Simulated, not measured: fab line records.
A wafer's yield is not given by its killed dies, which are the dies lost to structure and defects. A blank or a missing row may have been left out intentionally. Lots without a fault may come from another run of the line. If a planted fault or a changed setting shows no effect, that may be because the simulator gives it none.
Split-lot trial + flow n5-finfet + route with 1938 steps; 7 lots, 21 wafers read

SPLIT DETAILS
At N5_HKMG_FIN_COAT_66 (time 60 s, resist thk 300 nm), the setting spin-rpm was moved away from the recipe's 1500 rpm on 7 of the 21 wafers read, by -6.4% to +8.1%. For the rest of the wafers, this setting stayed at what the recipe calls for.

The reading comes from the split's own step.

THE READING
SOC_of_HKMG_FIN_COAT_66.thk-nm (the simulator's own value, which no gauge read), in nm, at N5_HKMG_FIN_COAT_66 (time 60 s, resist thk 300 nm). The file gives no usual value for it. Across the 14 wafers here that went through the recipe, the average is 300.4 nm and the standard deviation 0.66 nm.

| wafer  | tool, chamber at the split | spin-rpm as run, rpm | against the recipe | SOC_of_HKMG_FIN_COAT_66.thk-nm, nm | against lot-mates on the recipe |
|--------|----------------------------|----------------------|--------------------|------------------------------------|---------------------------------|
| L074.3 | litho-track-04, 0          | 1500                 | recipe             | 301.2                              | -                               |
| L074.4 | litho-track-04, 0          | 1500                 | recipe             | 300                                | -                               |
| L074.6 | litho-track-04, 0          | 1500                 | recipe             | 300.6                              | -                               |
| L077.1 | litho-track-05, 0          | 1549                 | +3.3%              | 296                                | no lot-mate on the recipe       |
| L077.4 | litho-track-05, 0          | 1549                 | +3.3%              | 294.2                              | no lot-mate on the recipe       |
| L077.5 | litho-track-05, 0          | 1549                 | +3.3%              | 295                                | no lot-mate on the recipe       |
| L080.1 | litho-track-05, 0          | 1408                 | -6.1%              | 310                                | +10.3                           |
| L080.4 | litho-track-05, 0          | 1500                 | recipe             | 300                                | -                               |
| L080.5 | litho-track-05, 0          | 1500                 | recipe             | 299.4                              | -                               |
| L081.1 | litho-track-04, 0          | 1500                 | recipe             | 301.6                              | -                               |
| L081.2 | litho-track-04, 0          | 1500                 | recipe             | 299.2                              | -                               |
| L081.3 | litho-track-04, 0          | 1500                 | recipe             | 301.2                              | -                               |
| L085.1 | litho-track-04, 0          | 1500                 | recipe             | 300.6                              | -                               |
| L085.4 | litho-track-04, 0          | 1404                 | -6.4%              | 310.2                              | +9.8                            |
| L085.6 | litho-track-04, 0          | 1500                 | recipe             | 300.2                              | -                               |
| L093.2 | litho-track-05, 0          | 1500                 | recipe             | 301                                | -                               |
| L093.4 | litho-track-05, 0          | 1500                 | recipe             | 300.4                              | -                               |
| L093.5 | litho-track-05, 0          | 1500                 | recipe             | 300.6                              | -                               |
| L097.1 | litho-track-05, 0          | 1622                 | +8.1%              | 289.4                              | -10.8                           |
| L097.2 | litho-track-05, 0          | 1500                 | recipe             | 300.2                              | -                               |
| L097.6 | litho-track-05, 0          | 1622                 | +8.1%              | 288.8                              | -11.4                           |

FIT RESULTS
A straight line over all 21 wafers: SOC_of_HKMG_FIN_COAT_66.thk-nm changes by -1.48 nm for each +1% of spin-rpm; r = -0.99; the points scatter about the line by 0.72 nm.
The same after taking each lot's own level away (the mean of its wafers on the recipe; 18 wafers): -1.46 nm for each +1%; r = -0.99; scatter 0.67 nm.
Per that fit: largest spin-rpm move, reading shift of 12 nm.
Measured against the standard deviation above, the lots' own levels, which go from 299.70 to 300.67 nm, span 1.5 times it.
The two slopes agree, so the slope changes little with the lot-to-lot level.
Check: for one of the wafers moved furthest among these (+8.1%), held out of the fit, the line's prediction against its lot-mates is -12.1 nm. Against them it came out at -10.8 nm.

ADDITIONAL SPLITS CARRIED BY THESE WAFERS
These wafers also went through other splits before the reading. Each is held against what the fit with the lots' levels taken away leaves over:
| other split on the same wafers        | wafers away from the commonest value | r with SOC_of_HKMG_FIN_COAT_66.thk-nm (lot level and that fit taken away) |
|---------------------------------------|--------------------------------------|---------------------------------------------------------------------------|
| N5_WELL_APT_COAT_02 spin-rpm          | 8                                    | -0.03                                                                     |
| N5_WELL_APT_EXPOSE_22 dose-mj         | 6                                    | +0.18                                                                     |
| N5_WELL_APT_PEB_23 peb-temp-c         | 8                                    | -0.16                                                                     |
| N5_FIN_SAQP_FIN_ETCH_36 icp-w         | 3                                    | -0.02                                                                     |
| N5_DUMMY_GATE_COAT_28 spin-rpm        | 4                                    | +0.19                                                                     |
| N5_SD_EPI_P_PEB_07 peb-time-s         | 9                                    | -0.10                                                                     |
| N5_SD_EPI_P_DEVELOP_08 develop-time-s | 8                                    | +0.08                                                                     |
| N5_HKMG_FIN_HK_ALD_01 ald-cycles      | 9                                    | +0.36                                                                     |

FILE'S OWN FIT
SOC_of_HKMG_FIN_COAT_66.thk-nm changes by -1.49 nm for each +1% of spin-rpm, r = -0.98.
